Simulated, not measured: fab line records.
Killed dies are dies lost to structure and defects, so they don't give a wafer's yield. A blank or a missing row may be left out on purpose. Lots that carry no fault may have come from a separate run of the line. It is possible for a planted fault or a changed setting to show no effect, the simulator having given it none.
Comparing a struck lot with a sound one	flow nandHarc	15 out of 1302 route steps
Sound: wafers L601.2, L601.4, L601.6. The struck wafers were L619.2, L619.5, L619.6. At the end, the cause is stated.
Order at every step that has rows: each side's tool, ch and its chambers, its first start. Under that, the readings that differ: sound wafers	struck wafers	difference of the means	sigmas: that difference in standard deviations of wafers without a fault.
alike: a reading whose means differ by less than 2 such deviations, as well as words and numbers matching on both sides. not compared: withheld readings; readings where some wafer has no value; bounds like >300 that might hide an equal value; numbers whose values overlap and for which the record gives no deviation.
Wherever a step has rows on one side only, a row that says differs or no value, or a row with sigmas, the two part there. When numbers do not overlap yet have no deviation, they are printed without sigmas and do not part them. A reading missing from all wafers of one side parts the sides only when that side holds two or more wafers.

NHARC_A_DECK1_JOINT_CMP_02: polishes SiOx.
  sound on cmp-02 ch 1,2,3, day 14 12:17; struck on cmp-01 ch 1,2,3, day 21 22:08
  alike: motorCurrentA
after that, 1 step had no rows for these wafers: NHARC_A_DECK1_JOINT_SRD_15.
NHARC_A_DECK1_JOINT_DEP_16: deposits SiO2, target thk 45 nm.
  sound on pecvd-02 ch 0,1,2, day 14 12:40; struck on pecvd-02 ch 0,2, day 21 22:29
  alike: heaterPowerW, throttleValvePct
NHARC_A_DECK1_JOINT_THK_MEAS_17: measures by ellipsometry.
  sound on filmMetro-02, day 14 12:57; struck on filmMetro-02, day 21 22:44
  alike: thkNm
NHARC_A_DECK1_JOINT_INSPECT_05:
  sound on defectInspect-02, day 14 12:59; struck on defectInspect-01, day 21 22:46
  alike: rawDefectCount
then, no rows for these wafers at 1 step: NHARC_A_ONON_D2_DEP_00 (target thk 1000 nm).
NHARC_A_ONON_D2_THK_MEAS_02: measures by ellipsometry.
  sound on filmMetro-02, day 14 13:34; struck on filmMetro-01, day 21 23:21
  alike: thkNm
then, no rows for these wafers at 1 step: NHARC_A_ONON_D2_DEP_03 (target thk 1000 nm).
NHARC_A_ONON_D2_THK_MEAS_05: measures by ellipsometry.
  sound on filmMetro-02, day 14 14:08; struck on filmMetro-02, day 21 23:55
reading	sound	struck	difference	sigmas
thkNm (nm)	1013 1011 1010	974 974 975	-37	-3
then, no rows for these wafers at 1 step: NHARC_A_ONON_D2_DEP_06 (target thk 1000 nm).
NHARC_A_ONON_D2_THK_MEAS_08: measures by ellipsometry.
  sound on filmMetro-01, day 14 14:42; struck on filmMetro-02, day 22 00:29
  alike: thkNm
NHARC_A_ONON_D2_DEP_09: target thk 1000 nm.
  sound on pecvdOnon-02 ch 0, day 14 14:49; struck on pecvdOnon-01 ch 0, day 22 00:35
NHARC_A_ONON_D2_THK_MEAS_11: measures by ellipsometry.
  sound on filmMetro-01, day 14 15:16; struck on filmMetro-01, day 22 01:03
reading	sound	struck	difference	sigmas
thkNm (nm)	1003 1005 1005	960 959 960	-45	-4
then, no rows for these wafers at 1 step: NHARC_A_ONON_D2_DEP_12 (target thk 1000 nm).
-- break in the record here, with 12 days between the starts of the struck wafers on either side (left off in module A_ONON_D2, picked up again in module END, where the first step shown is number 1302 on the route) --
NHARC_END_SORT_01:
  here the record holds rows for the struck wafers (prober-02 ch 0, day 33 19:34) but none for the sound ones

== WHERE THEY PART ==
At NHARC_A_ONON_D2_THK_MEAS_05 first; at NHARC_END_SORT_01 last (within this record only).

WHY: the cause the simulator had injected
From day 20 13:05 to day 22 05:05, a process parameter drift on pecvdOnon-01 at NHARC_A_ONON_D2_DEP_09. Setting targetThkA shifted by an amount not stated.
